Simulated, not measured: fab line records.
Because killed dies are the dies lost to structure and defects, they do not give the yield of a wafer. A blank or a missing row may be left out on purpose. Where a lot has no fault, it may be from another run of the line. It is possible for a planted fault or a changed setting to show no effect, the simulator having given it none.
Which tool did it? / flow n5-finfet / Sampling: 10 lots, 30 wafers, 5 of 1938 route steps

## WHAT THE GAUGES SHOWED, per wafer
N5_GATE_CUT_CD_MEAS_13: target cd 20 nm. Usual: cd-nm reads 19.97 nm (standard deviation 0.26).
lot=L739; measured=day 5 06:22; on=cd-sem-01; cd-nm (nm)=19.38 20.05 19.71; flag=
lot=L740; measured=day 5 11:02; on=cd-sem-01; cd-nm (nm)=19.76 19.95 19.57; flag=
lot=L741; measured=day 5 17:59; on=cd-sem-01; cd-nm (nm)=19.84 20.04 19.94; flag=
lot=L742; measured=day 5 23:58; on=cd-sem-01; cd-nm (nm)=20.02 20.16 20.25; flag=
lot=L743; measured=day 6 04:47; on=cd-sem-02; cd-nm (nm)=19.90 19.98 19.99; flag=
lot=L745; measured=day 6 17:55; on=cd-sem-03; cd-nm (nm)=20.10 19.87 20.08; flag=
lot=L748; measured=day 7 13:42; on=cd-sem-03; cd-nm (nm)=19.95 20.08 19.93; flag=
lot=L749; measured=day 7 23:43; on=cd-sem-03; cd-nm (nm)=19.71 19.61 19.64; flag=
lot=L757; measured=day 9 19:11; on=cd-sem-03; cd-nm (nm)=19.88 19.91 20.06; flag=
lot=L758; measured=day 10 06:04; on=cd-sem-02; cd-nm (nm)=19.98 19.97 19.66; flag=

N5_GATE_CUT_INSPECT_15: inspects for defects (brightfield). Usual: raw-defect-count reads 133 (standard deviation 37).
lot=L739; measured=day 5 06:28; on=defect-inspect-02; raw-defect-count=102 119 113; flag=
lot=L740; measured=day 5 11:08; on=defect-inspect-02; raw-defect-count=109 108 111; flag=
lot=L741; measured=day 5 18:05; on=defect-inspect-01; raw-defect-count=117 159 139; flag=
lot=L742; measured=day 6 00:03; on=defect-inspect-01; raw-defect-count=127 92 164; flag=
lot=L743; measured=day 6 04:52; on=defect-inspect-01; raw-defect-count=212 120 86; flag=
lot=L745; measured=day 6 18:00; on=defect-inspect-01; raw-defect-count=147 125 125; flag=
lot=L748; measured=day 7 13:47; on=defect-inspect-02; raw-defect-count=144 152 249; flag=
lot=L749; measured=day 7 23:48; on=defect-inspect-01; raw-defect-count=119 136 152; flag=
lot=L757; measured=day 9 19:17; on=defect-inspect-01; raw-defect-count=103 98 84; flag=
lot=L758; measured=day 10 06:10; on=defect-inspect-01; raw-defect-count=116 128 128; flag=

N5_BEOL_M4_RC_MEAS_101. Usual: DIBL_N 36.2 mV/V, standard deviation 1.7; DIBL_P 36.6 mV/V, standard deviation 1.9; IOFF_N 0.16 nA/um, standard deviation 0.032; IOFF_P 0.21 nA/um, standard deviation 0.037; ION_N 675 uA/um, standard deviation 12; ION_P 460 uA/um, standard deviation 8.1; SS_N 71.4 mV/dec, standard deviation 0.58; SS_P 73.4 mV/dec, standard deviation 0.64; VT_N 249 mV, standard deviation 3.2; VT_P -252 mV, standard deviation 3.4.
lot=L739; measured=day 8 15:17; on=prober-02; DIBL_N (mV/V)=38.1 34.9 36.7; DIBL_P (mV/V)=38.5 35.8 37.3; IOFF_N (nA/um)=0.19 0.14 0.17; IOFF_P (nA/um)=0.23 0.19 0.21; ION_N (uA/um)=682 657 676; ION_P (uA/um)=462 450 462; SS_N (mV/dec)=72.5 71.9 71.4; SS_P (mV/dec)=73.5 72.8 73.5; VT_N (mV)=248 253 250; VT_P (mV)=-250 -253 -253; flag=
lot=L740; measured=day 9 00:46; on=prober-02; DIBL_N (mV/V)=37.4 35.3 36.7; DIBL_P (mV/V)=37.4 34.8 36.8; IOFF_N (nA/um)=0.19 0.14 0.18; IOFF_P (nA/um)=0.21 0.17 0.20; ION_N (uA/um)=688 669 664; ION_P (uA/um)=468 454 457; SS_N (mV/dec)=71.5 71.3 72.4; SS_P (mV/dec)=73.3 73.3 73.7; VT_N (mV)=247 253 249; VT_P (mV)=-251 -255 -252; flag=
lot=L741; measured=day 9 02:31; on=prober-02; DIBL_N (mV/V)=37.4 34.8 35.5; DIBL_P (mV/V)=38.4 34.5 35.5; IOFF_N (nA/um)=0.18 0.13 0.15; IOFF_P (nA/um)=0.23 0.16 0.18; ION_N (uA/um)=679 674 671; ION_P (uA/um)=467 461 458; SS_N (mV/dec)=71.6 70.8 70.8; SS_P (mV/dec)=74.6 73.0 73.6; VT_N (mV)=249 251 251; VT_P (mV)=-246 -251 -253; flag=
lot=L742; measured=day 9 08:15; on=prober-02; DIBL_N (mV/V)=35.1 34.4 36.1; DIBL_P (mV/V)=35.8 34.5 37.2; IOFF_N (nA/um)=0.15 0.14 0.18; IOFF_P (nA/um)=0.20 0.19 0.23; ION_N (uA/um)=688 674 681; ION_P (uA/um)=470 460 468; SS_N (mV/dec)=71.5 71.0 71.5; SS_P (mV/dec)=73.1 72.3 73.6; VT_N (mV)=249 246 246; VT_P (mV)=-250 -252 -248; flag=
lot=L743; measured=day 9 11:34; on=prober-02; DIBL_N (mV/V)=36.8 35.1 36.4; DIBL_P (mV/V)=38.0 37.1 37.7; IOFF_N (nA/um)=0.17 0.14 0.16; IOFF_P (nA/um)=0.21 0.18 0.20; ION_N (uA/um)=669 669 672; ION_P (uA/um)=454 451 450; SS_N (mV/dec)=72.3 71.1 71.1; SS_P (mV/dec)=73.7 72.7 73.2; VT_N (mV)=248 251 246; VT_P (mV)=-254 -251 -253; flag=
lot=L745; measured=day 9 16:11; on=prober-02; DIBL_N (mV/V)=35.6 33.9 34.7; DIBL_P (mV/V)=36.2 33.8 35.1; IOFF_N (nA/um)=0.16 0.12 0.14; IOFF_P (nA/um)=0.19 0.15 0.17; ION_N (uA/um)=684 671 676; ION_P (uA/um)=463 455 463; SS_N (mV/dec)=71.6 71.2 71.1; SS_P (mV/dec)=73.1 73.2 73.2; VT_N (mV)=248 253 249; VT_P (mV)=-250 -254 -253; flag=
lot=L748; measured=day 11 02:02; on=prober-02; DIBL_N (mV/V)=34.1 35.5 35.3; DIBL_P (mV/V)=33.4 35.1 35.6; IOFF_N (nA/um)=0.13 0.15 0.15; IOFF_P (nA/um)=0.16 0.18 0.18; ION_N (uA/um)=667 677 671; ION_P (uA/um)=456 463 461; SS_N (mV/dec)=70.7 71.3 71.5; SS_P (mV/dec)=72.5 73.8 73.5; VT_N (mV)=249 253 252; VT_P (mV)=-254 -253 -254; flag=
lot=L749; measured=day 11 05:08; on=prober-02; DIBL_N (mV/V)=36.2 33.7 36.9; DIBL_P (mV/V)=37.0 33.3 37.8; IOFF_N (nA/um)=0.16 0.12 0.18; IOFF_P (nA/um)=0.20 0.15 0.22; ION_N (uA/um)=672 665 673; ION_P (uA/um)=453 450 460; SS_N (mV/dec)=71.1 71.1 71.8; SS_P (mV/dec)=73.1 72.2 73.6; VT_N (mV)=247 252 248; VT_P (mV)=-253 -254 -251; flag=
lot=L757; measured=day 13 02:18; on=prober-02; DIBL_N (mV/V)=36.0 37.7 37.8; DIBL_P (mV/V)=35.2 37.2 37.0; IOFF_N (nA/um)=0.16 0.18 0.19; IOFF_P (nA/um)=0.22 0.24 0.25; ION_N (uA/um)=677 697 692; ION_P (uA/um)=469 471 472; SS_N (mV/dec)=70.8 71.9 71.6; SS_P (mV/dec)=73.1 73.8 73.7; VT_N (mV)=249 247 248; VT_P (mV)=-249 -246 -247; flag=
lot=L758; measured=day 13 07:38; on=prober-01; DIBL_N (mV/V)=38.3 37.1 36.5; DIBL_P (mV/V)=39.7 37.1 36.0; IOFF_N (nA/um)=0.20 0.18 0.17; IOFF_P (nA/um)=0.26 0.22 0.21; ION_N (uA/um)=692 682 682; ION_P (uA/um)=470 466 466; SS_N (mV/dec)=71.9 71.8 71.2; SS_P (mV/dec)=74.3 74.0 73.5; VT_N (mV)=247 248 248; VT_P (mV)=-247 -251 -250; flag=

## TOOL THAT RAN EACH LOT (tool first, then ch and the chambers of the sampled wafers, then the start)
lot=L739; N5_GATE_CUT_CUT_ETCH_53=rie-metal-01 ch 0,1, day 5 06:53; N5_GATE_CUT_VAPOR_ETCH_48=rie-metal-01 ch 0,1, day 5 07:04
lot=L740; N5_GATE_CUT_CUT_ETCH_53=rie-metal-03 ch 0,1, day 5 11:33; N5_GATE_CUT_VAPOR_ETCH_48=rie-metal-03 ch 0,1, day 5 11:44
lot=L741; N5_GATE_CUT_CUT_ETCH_53=rie-metal-02 ch 0,1, day 5 18:58; N5_GATE_CUT_VAPOR_ETCH_48=rie-metal-02 ch 0,1, day 5 19:08
lot=L742; N5_GATE_CUT_CUT_ETCH_53=rie-metal-03 ch 0,1, day 6 00:29; N5_GATE_CUT_VAPOR_ETCH_48=rie-metal-03 ch 0,1, day 6 00:40
lot=L743; N5_GATE_CUT_CUT_ETCH_53=rie-metal-01 ch 0,1, day 6 05:18; N5_GATE_CUT_VAPOR_ETCH_48=rie-metal-01 ch 0,1, day 6 05:29
lot=L745; N5_GATE_CUT_CUT_ETCH_53=rie-metal-01 ch 1, day 6 18:26; N5_GATE_CUT_VAPOR_ETCH_48=rie-metal-01 ch 1, day 6 18:47
lot=L748; N5_GATE_CUT_CUT_ETCH_53=rie-metal-03 ch 0,1, day 7 14:28; N5_GATE_CUT_VAPOR_ETCH_48=rie-metal-03 ch 0,1, day 7 14:39
lot=L749; N5_GATE_CUT_CUT_ETCH_53=rie-metal-01 ch 1, day 8 00:20; N5_GATE_CUT_VAPOR_ETCH_48=rie-metal-01 ch 1, day 8 00:31
lot=L757; N5_GATE_CUT_CUT_ETCH_53=rie-metal-03 ch 0, day 9 19:51; N5_GATE_CUT_VAPOR_ETCH_48=rie-metal-03 ch 0, day 9 20:02
lot=L758; N5_GATE_CUT_CUT_ETCH_53=rie-metal-02 ch 0,1, day 10 06:53; N5_GATE_CUT_VAPOR_ETCH_48=rie-metal-02 ch 0,1, day 10 07:04
- N5_GATE_CUT_CUT_ETCH_53: etches W in SF6/Cl2, target depth 79.2 nm.
- N5_GATE_CUT_VAPOR_ETCH_48: etches TiN in BCl3/Cl2.

## WHAT THE TOOLS THEMSELVES READ (means of the sampled wafers that have a number; where no wafer has one, the mark that the record gives instead)
N5_GATE_CUT_CUT_ETCH_53. Usual: chamber-pressure-mTorr 8.001 mTorr, standard deviation 0.0073; drypump-motor-current-A 5.47 A, standard deviation 0.28; etch-rf-on-time-s 26.1 s, standard deviation 0.63; oes-product-au 0.66 a.u., standard deviation 0.12; rf-fwd-power-W 878.3 W, standard deviation 3; throttle-valve-pct 29.00 %, standard deviation 0.18.
lot=L739; tool=rie-metal-01; chamber-pressure-mTorr (mTorr)=7.999; drypump-motor-current-A (A)=5.40; etch-rf-on-time-s (s)=26.8; oes-product-au (a.u.)=0.52; rf-fwd-power-W (W)=880.2; throttle-valve-pct (%)=29.03; flag=
lot=L740; tool=rie-metal-03; chamber-pressure-mTorr (mTorr)=8.002; drypump-motor-current-A (A)=5.57; etch-rf-on-time-s (s)=25.4; oes-product-au (a.u.)=0.64; rf-fwd-power-W (W)=880.7; throttle-valve-pct (%)=29.16; flag=
lot=L741; tool=rie-metal-02; chamber-pressure-mTorr (mTorr)=7.998; drypump-motor-current-A (A)=5.69; etch-rf-on-time-s (s)=26.2; oes-product-au (a.u.)=0.64; rf-fwd-power-W (W)=879.2; throttle-valve-pct (%)=29.03; flag=
lot=L742; tool=rie-metal-03; chamber-pressure-mTorr (mTorr)=8.004; drypump-motor-current-A (A)=5.57; etch-rf-on-time-s (s)=25.5; oes-product-au (a.u.)=0.64; rf-fwd-power-W (W)=875.5; throttle-valve-pct (%)=29.18; flag=
lot=L743; tool=rie-metal-01; chamber-pressure-mTorr (mTorr)=7.999; drypump-motor-current-A (A)=5.30; etch-rf-on-time-s (s)=27.1; oes-product-au (a.u.)=0.51; rf-fwd-power-W (W)=875.6; throttle-valve-pct (%)=29.09; flag=
lot=L745; tool=rie-metal-01; chamber-pressure-mTorr (mTorr)=8.008; drypump-motor-current-A (A)=5.46; etch-rf-on-time-s (s)=26.4; oes-product-au (a.u.)=0.52; rf-fwd-power-W (W)=876.3; throttle-valve-pct (%)=29.00; flag=
lot=L748; tool=rie-metal-03; chamber-pressure-mTorr (mTorr)=7.998; drypump-motor-current-A (A)=5.60; etch-rf-on-time-s (s)=25.4; oes-product-au (a.u.)=0.64; rf-fwd-power-W (W)=877.8; throttle-valve-pct (%)=29.14; flag=
lot=L749; tool=rie-metal-01; chamber-pressure-mTorr (mTorr)=8.000; drypump-motor-current-A (A)=5.50; etch-rf-on-time-s (s)=32.9; oes-product-au (a.u.)=0.79; rf-fwd-power-W (W)=663.9; throttle-valve-pct (%)=28.54; flag=OFF
lot=L757; tool=rie-metal-03; chamber-pressure-mTorr (mTorr)=7.997; drypump-motor-current-A (A)=5.58; etch-rf-on-time-s (s)=25.9; oes-product-au (a.u.)=0.61; rf-fwd-power-W (W)=874.6; throttle-valve-pct (%)=29.21; flag=
lot=L758; tool=rie-metal-02; chamber-pressure-mTorr (mTorr)=8.003; drypump-motor-current-A (A)=5.36; etch-rf-on-time-s (s)=25.7; oes-product-au (a.u.)=0.67; rf-fwd-power-W (W)=879.6; throttle-valve-pct (%)=29.01; flag=

N5_GATE_CUT_VAPOR_ETCH_48. Usual: drypump-motor-current-A 5.48 A, standard deviation 0.27; oes-product-au 0.73 a.u., standard deviation 0.13.
lot=L739; tool=rie-metal-01; drypump-motor-current-A (A)=5.38; oes-product-au (a.u.)=0.57; flag=
lot=L740; tool=rie-metal-03; drypump-motor-current-A (A)=5.55; oes-product-au (a.u.)=0.70; flag=
lot=L741; tool=rie-metal-02; drypump-motor-current-A (A)=5.70; oes-product-au (a.u.)=0.70; flag=
lot=L742; tool=rie-metal-03; drypump-motor-current-A (A)=5.58; oes-product-au (a.u.)=0.70; flag=
lot=L743; tool=rie-metal-01; drypump-motor-current-A (A)=5.30; oes-product-au (a.u.)=0.58; flag=
lot=L745; tool=rie-metal-01; drypump-motor-current-A (A)=5.49; oes-product-au (a.u.)=0.58; flag=
lot=L748; tool=rie-metal-03; drypump-motor-current-A (A)=5.62; oes-product-au (a.u.)=0.69; flag=
lot=L749; tool=rie-metal-01; drypump-motor-current-A (A)=5.48; oes-product-au (a.u.)=1.02; flag=
lot=L757; tool=rie-metal-03; drypump-motor-current-A (A)=5.56; oes-product-au (a.u.)=0.67; flag=
lot=L758; tool=rie-metal-02; drypump-motor-current-A (A)=5.37; oes-product-au (a.u.)=0.74; flag=

## THE ANSWER, worked out from the rows above alone
Rule: a lot counts as off when the mean over its wafers that have a number is more than 3 standard deviations away from the usual mean. Also off: a lot with no number at a reading for which 4 or more lots have one. All remaining lots with rows at the step are treated as sound. First the gauges in route order, then the tools' own readings, where a lot's mean is used as printed above. The first step at which some lot is off is used, and at that step the reading that is off furthest; a lot without a number counts as furthest.
Off: L749 (N5_GATE_CUT_CUT_ETCH_53, rf-fwd-power-W).
If a tool, at that step or one of the process steps before it, ran each lot that is off and ran no sound lot following the first of them, it fits. One fits: rie-metal-01 at N5_GATE_CUT_CUT_ETCH_53. Its last sound lot is L745 (day 6 18:26), its first lot that is off L749 (day 8 00:20): a fault that began between those two fits.
The tool's own readings at N5_GATE_CUT_CUT_ETCH_53 bear it out: on the lots that are off they differ by more than 5 times the standard deviation of the sound lots' means. etch-rf-on-time-s reads 32.9 s there against 26.0 s on the sound lots; rf-fwd-power-W reads 663.9 W there against 877.7 W on the sound lots; throttle-valve-pct reads 28.54 % there against 29.09 % on the sound lots.

## WHAT WAS PUT IN BY THE SIMULATOR
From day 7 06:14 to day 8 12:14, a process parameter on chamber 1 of rie-metal-01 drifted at N5_GATE_CUT_CUT_ETCH_53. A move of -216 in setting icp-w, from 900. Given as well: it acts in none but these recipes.
Struck lots among those shown: L749. This agrees with what the rule above found.
